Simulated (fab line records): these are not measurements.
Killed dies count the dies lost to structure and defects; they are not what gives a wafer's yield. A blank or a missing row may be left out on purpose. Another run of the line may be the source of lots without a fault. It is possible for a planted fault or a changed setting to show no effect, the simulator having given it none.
Tool commonality check ; flow n5_finfet ; Sampled: 9 lots, 27 wafers

== WHAT PROMPTED THE OPENING ==
Flagged at N5_BEOL_M4_CD_MEAS_11: reading cd_nm, on 4 of 9 lots. Fault-free wafers read 16.81 nm, with a standard deviation of 0.26.
Rule: a lot is flagged when every wafer of it that has a number lies more than 4 standard deviations from that mean, or none has a number. All remaining lots are regarded as sound.

lot;measured;on;cd_nm (nm), wafer by wafer;flag
L380;day 8 23:03;cd_sem-01;16.51 17.04 17.05;
L381;day 9 06:13;cd_sem-02;16.68 16.82 16.69;
L387;day 10 14:06;cd_sem-02;5.07 5.46 5.80;FLAGGED
L388;day 10 19:14;cd_sem-02;7.72 8.20 8.11;FLAGGED
L389;day 10 21:31;cd_sem-02;16.85 16.66 17.10;
L394;day 12 02:28;cd_sem-02;9.59 9.88 8.98;FLAGGED
L393;day 12 02:50;cd_sem-03;9.42 9.73 9.58;FLAGGED
L398;day 12 21:15;cd_sem-02;16.75 16.78 16.74;
L399;day 13 18:32;cd_sem-02;16.48 16.65 16.77;
Average over the flagged lots: 8.13 nm; offset from the usual -8.68 nm, equal to -33 standard deviations.

== WHICH TOOL EACH LOT WENT THROUGH ==
Before the reading, the record contains 3 process steps out of a 1938-step route. Every cell lists first the tool, next ch and the chambers used by the sampled wafers, and last the start.
lot;flag;N5_BEOL_M3_ANNEAL_89;N5_BEOL_M3_DEP_57;N5_BEOL_M4_EXPOSE_08
L380;;pvd_sputter-02, day 8 19:28;pecvd-01 ch 1,2, day 8 21:19;euv_scanner-01 ch 0, day 8 22:56
L381;;pvd_sputter-02, day 8 23:56;pecvd-04 ch 1,2, day 9 01:44;euv_scanner-01 ch 0, day 9 06:05
L387;FLAGGED;pvd_sputter-02, day 10 09:26;pecvd-02 ch 0,1, day 10 11:34;euv_scanner-01 ch 0, day 10 13:58
L388;FLAGGED;pvd_sputter-02, day 10 12:40;pecvd-04 ch 0,1, day 10 14:46;euv_scanner-01 ch 0, day 10 19:06
L389;;pvd_sputter-01, day 10 18:43;pecvd-04 ch 0,1,2, day 10 20:41;euv_scanner-02 ch 0, day 10 21:23
L394;FLAGGED;pvd_sputter-01, day 11 23:05;pecvd-04 ch 0,1,2, day 12 00:56;euv_scanner-01 ch 0, day 12 02:20
L393;FLAGGED;pvd_sputter-03, day 12 00:22;pecvd-04 ch 0,2, day 12 02:08;euv_scanner-01 ch 0, day 12 02:42
L398;;pvd_sputter-03, day 12 17:50;pecvd-01 ch 0,1, day 12 19:37;euv_scanner-02 ch 0, day 12 21:07
L399;;pvd_sputter-01, day 13 15:11;pecvd-04 ch 2, day 13 17:01;euv_scanner-02 ch 0, day 13 18:24
What these steps do:
- N5_BEOL_M3_ANNEAL_89: time 240 s.
- N5_BEOL_M3_DEP_57: deposits SiCN from 3MS/NH3, target thk 8 nm, time 14 s.
- N5_BEOL_M4_EXPOSE_08: exposes mask M4.
- N5_BEOL_M4_CD_MEAS_11: target cd 16.79 nm.

== FLAGGED OVER TOTAL, TOOL BY TOOL (the gauges that took the reading come last) ==
step;tool;lots run;flagged;share of the flagged lots;sound lots run after its first flagged lot
N5_BEOL_M3_ANNEAL_89;pvd_sputter-01;3;1;some;1 (L399)
N5_BEOL_M3_ANNEAL_89;pvd_sputter-02;4;2;some;0
N5_BEOL_M3_ANNEAL_89;pvd_sputter-03;2;1;some;1 (L398)
N5_BEOL_M3_DEP_57;pecvd-01;2;0;none;-
N5_BEOL_M3_DEP_57;pecvd-02;1;1;some;0
N5_BEOL_M3_DEP_57;pecvd-04;6;3;some;2 (L389,L399)
N5_BEOL_M4_EXPOSE_08;euv_scanner-01;6;4;all;0
N5_BEOL_M4_EXPOSE_08;euv_scanner-02;3;0;none;-
N5_BEOL_M4_CD_MEAS_11;cd_sem-01;1;0;none;-
N5_BEOL_M4_CD_MEAS_11;cd_sem-02;7;3;some;3 (L389,L398,L399)
N5_BEOL_M4_CD_MEAS_11;cd_sem-03;1;1;some;0

== THE TABLE: WHAT IT ALLOWS ==
In the table, 1 row covers all flagged lots: euv_scanner-01 at N5_BEOL_M4_EXPOSE_08.
- euv_scanner-01 at N5_BEOL_M4_EXPOSE_08: 4 of its 6 lots flagged. Its last sound lot is L381 (day 9 06:05), its first flagged lot L387 (day 10 13:58): a fault that began between those two fits. Its own readings (exposure_dose_mJ_cm2) fall more than 4 standard deviations out on all wafers of the flagged lots.
What remains is a single tool, euv_scanner-01 at N5_BEOL_M4_EXPOSE_08.

== WHAT THE SIMULATOR PUT IN ==
Drift in process parameters on euv_scanner-01 at N5_BEOL_M4_EXPOSE_08, starting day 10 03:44. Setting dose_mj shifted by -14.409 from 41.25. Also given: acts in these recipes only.
Lots struck among those shown: L387, L388, L394, L393. The rule given above showed the same thing.
